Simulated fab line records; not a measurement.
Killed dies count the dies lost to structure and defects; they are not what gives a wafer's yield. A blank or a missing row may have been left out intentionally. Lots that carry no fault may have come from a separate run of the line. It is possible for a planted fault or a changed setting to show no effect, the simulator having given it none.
Split-lot trial    flow n5_finfet    7 lots, 39 wafers read, on a route of 1938 steps

== ABOUT THE SPLIT ==
At N5_MIM_TOP_ALD_01 (deposits HfO2, target thk 5.6 nm, pulse time 1 s, purge time 3 s), the setting ald_cycles was moved away from the recipe's 62 on 15 of the 39 wafers read, by -54.8% to -27.4%. All remaining wafers had this setting at the recipe value.

The reading is taken at the split's own step.

== THE READING ==
HfO2_of_MIM_TOP_ALD_01.thk_nm (the simulator's own value, which no gauge read), in nm, at N5_MIM_TOP_ALD_01 (deposits HfO2, target thk 5.6 nm, pulse time 1 s, purge time 3 s). No usual value for it is given in the file. Here, 24 wafers ran the recipe; their average is 5.6 nm with a standard deviation of 0.04 nm.

wafer   tool, chamber at the split  ald_cycles as run  against the recipe  HfO2_of_MIM_TOP_ALD_01.thk_nm, nm  against lot-mates on the recipe
L075.1  ald_hk-02, 3,1,3            62                 recipe              5.6                                -
L075.2  ald_hk-02, 3,1,3            62                 recipe              5.6                                -
L075.6  ald_hk-02, 3,1,3            62                 recipe              5.6                                -
L077.1  ald_hk-02, 0,3,2,1,0,1      62                 recipe              5.6                                -
L077.2  ald_hk-02, 0,3,2,1,0,1      62                 recipe              5.6                                -
L077.3  ald_hk-02, 0,3,2,1,0,1      62                 recipe              5.6                                -
L077.4  ald_hk-02, 0,3,2,1,0,1      62                 recipe              5.6                                -
L077.5  ald_hk-02, 0,3,2,1,0,1      62                 recipe              5.6                                -
L077.6  ald_hk-02, 0,3,2,1,0,1      62                 recipe              5.6                                -
L083.1  ald_hk-01, 2,3,2            62                 recipe              5.6                                -
L083.2  ald_hk-01, 2,3,2            62                 recipe              5.6                                -
L083.5  ald_hk-01, 2,3,2            62                 recipe              5.6                                -
L083.3  ald_hk-01, 1,0,1            29                 -53.2%              2.6                                -3.0
L083.4  ald_hk-01, 1,0,1            29                 -53.2%              2.6                                -3.0
L083.6  ald_hk-01, 1,0,1            29                 -53.2%              2.6                                -3.0
L084.1  ald_hk-03, 0,2,1            45                 -27.4%              4                                  -1.6
L084.5  ald_hk-03, 0,2,1            45                 -27.4%              4                                  -1.6
L084.6  ald_hk-03, 0,2,1            45                 -27.4%              4                                  -1.6
L084.2  ald_hk-03, 2,1,3            62                 recipe              5.6                                -
L084.3  ald_hk-03, 2,1,3            62                 recipe              5.6                                -
L084.4  ald_hk-03, 2,1,3            62                 recipe              5.6                                -
L086.1  ald_hk-01, 1,2,0            28                 -54.8%              2.4                                -3.1
L086.3  ald_hk-01, 1,2,0            28                 -54.8%              2.4                                -3.1
L086.5  ald_hk-01, 1,2,0            28                 -54.8%              2.4                                -3.1
L086.2  ald_hk-01, 0,3              62                 recipe              5.6                                -
L086.4  ald_hk-01, 0,3              62                 recipe              5.6                                -
L086.6  ald_hk-01, 1                62                 recipe              5.4                                -
L088.1  ald_hk-02, 0,2,1            28                 -54.8%              2.6                                -3.0
L088.3  ald_hk-02, 0,2,1            28                 -54.8%              2.6                                -3.0
L088.4  ald_hk-02, 0,2,1            28                 -54.8%              2.6                                -3.0
L088.2  ald_hk-02, 3,3,2            62                 recipe              5.6                                -
L088.5  ald_hk-02, 3,3,2            62                 recipe              5.6                                -
L088.6  ald_hk-02, 3,3,2            62                 recipe              5.6                                -
L093.1  ald_hk-02, 2,0,3            62                 recipe              5.6                                -
L093.3  ald_hk-02, 2,0,3            62                 recipe              5.6                                -
L093.6  ald_hk-02, 2,0,3            62                 recipe              5.6                                -
L093.2  ald_hk-02, 1,0              30                 -51.6%              2.8                                -2.8
L093.5  ald_hk-02, 1,0              30                 -51.6%              2.8                                -2.8
L093.4  ald_hk-02, 3                30                 -51.6%              2.6                                -3.0
Where a row lists several chambers, the file gives one row for several wafers and doesn't say which wafer went through which chamber.

THE FIT
A straight line over all 39 wafers: HfO2_of_MIM_TOP_ALD_01.thk_nm changes by +0.0562 nm for each +1% of ald_cycles; r = +1.00; the points scatter about the line by 0.061 nm.
The same after taking each lot's own level away (the mean of its wafers on the recipe; 39 wafers): +0.056 nm for each +1%; r = +1.00; scatter 0.051 nm.
That fit puts the effect of the largest move of ald_cycles on the reading at 3.1 nm.
The lots' own levels span 5.53 to 5.60 nm, that is 1.7 times the standard deviation above.
The two slopes agree, so the slope changes little with the lot-to-lot level.
Check: with one of the wafers moved furthest among these (-54.8%) left out of the fit, the line predicts -3.07 nm for it against its lot-mates. It came out at -3.13 nm against them.

== OTHER SPLITS APPLIED TO THESE WAFERS ==
Note: prior to the reading, these wafers also went through further splits. Each is held against what the fit with the lots' levels taken away leaves over:
other split on the same wafers       wafers away from the commonest value  r with HfO2_of_MIM_TOP_ALD_01.thk_nm (lot level and that fit taken away)
N5_BEOL_M6_CVD_78 target_thk_a       15                                    +0.00
N5_BEOL_M10_ETCH_62 time_s           15                                    -0.13
N5_BEOL_M13_ILD_DEP_00 target_thk_a  12                                    -0.01

== THE FILE'S OWN FIT ==
HfO2_of_MIM_TOP_ALD_01.thk_nm changes by +0.0561 nm for each +1% of ald_cycles, r = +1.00.
